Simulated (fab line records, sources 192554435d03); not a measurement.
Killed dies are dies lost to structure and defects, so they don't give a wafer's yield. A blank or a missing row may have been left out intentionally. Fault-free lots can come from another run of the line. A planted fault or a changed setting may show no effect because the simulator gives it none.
Problem report, 8D (eight disciplines) form, completed by code || flow n5_finfet || the parts of the form that need people (team, actions taken, sign-off) are left out

## 1. PROBLEM STATEMENT
Wafers without a fault read 1499.9 rpm, standard deviation 1.1; spin_speed_rpm at N5_BEOL_M3_COAT_67 reads a mean of 1377.6 rpm on 6 wafers belonging to 2 lots. That is -99 or more standard deviations from the usual mean.
The step: time 60 s, resist thk 60 nm.
Seen first at day 7 19:13 on litho_track-02, wafer L342.3. The record has a number at this step for 12 wafers belonging to 4 lots. The rule behind "out" and "out of limits": a value lying over 4 standard deviations away from the usual mean. The other wafers with a number count as sound.

## 2. WHAT IT IS, AND WHAT IT ISN'T
{"question": "which readings at this step", "is": "spin_speed_rpm", "is not": "plate_temp_C"}
{"question": "which lots", "is": "L342, L344", "is not": "L340, L360"}
{"question": "which wafers of those lots", "is": "all that have a number", "is not": "-"}
{"question": "read on which tools", "is": "litho_track-02", "is not": "litho_track-05"}
{"question": "when", "is": "from day 7 19:13", "is not": "up to then (3 sound wafers); but 3 sound wafers of L360 came after"}

## 3. WHAT RULES OUT EACH SUSPECT
Counting: a tool at a process step up to the reading stays a suspect if it ran every lot that is out and no sound lot after the first of them.
- litho_track-02 at N5_BEOL_M3_COAT_67 (time 60 s, resist thk 60 nm): kept. It processed each lot that is out, first L342 at day 7 19:13, and no sound lot thereafter; up to then, the last sound lot it processed was L340 at day 7 15:05. Out on those wafers are its own readings of spin_speed_rpm.
After counting, what remains is litho_track-02 at N5_BEOL_M3_COAT_67.

## 4. THE CAUSE (what the simulator had put in)
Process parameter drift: litho_track-02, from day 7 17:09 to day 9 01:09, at N5_BEOL_M3_COAT_67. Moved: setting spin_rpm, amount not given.
This tool alone remained once counting was done.

## 5. THE EFFECT CHAIN, in route order
Each row: a reading where the mean over the struck wafers with a number is more than 3 standard deviations away from the usual. Readings are gone through only where the record gives a usual standard deviation; hours: the median, over the lots, of the time from a lot's start at the first step in this table giving one to that lot's start at this step; sigmas: the change measured in usual standard deviations.
{"hours": 0, "step": "N5_BEOL_M3_COAT_67", "reading": "spin_speed_rpm", "usual": "1499.9 rpm", "on struck wafers": 1377.6, "change": -122.3, "sigmas": "-99 or more"}
Here are the process steps it includes:
- N5_BEOL_M3_COAT_67: time 60 s, resist thk 60 nm.
Later steps that measure or inspect, where all struck wafers having a row at the step show a number for every such reading and not one has moved that far: N5_BEOL_M4_RC_MEAS_101.

## 6. HOW IT WOULD HAVE BEEN CAUGHT EARLIER
In this record the first reading out of limits was taken at day 7 19:13, 2 hours after the fault began at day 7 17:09.
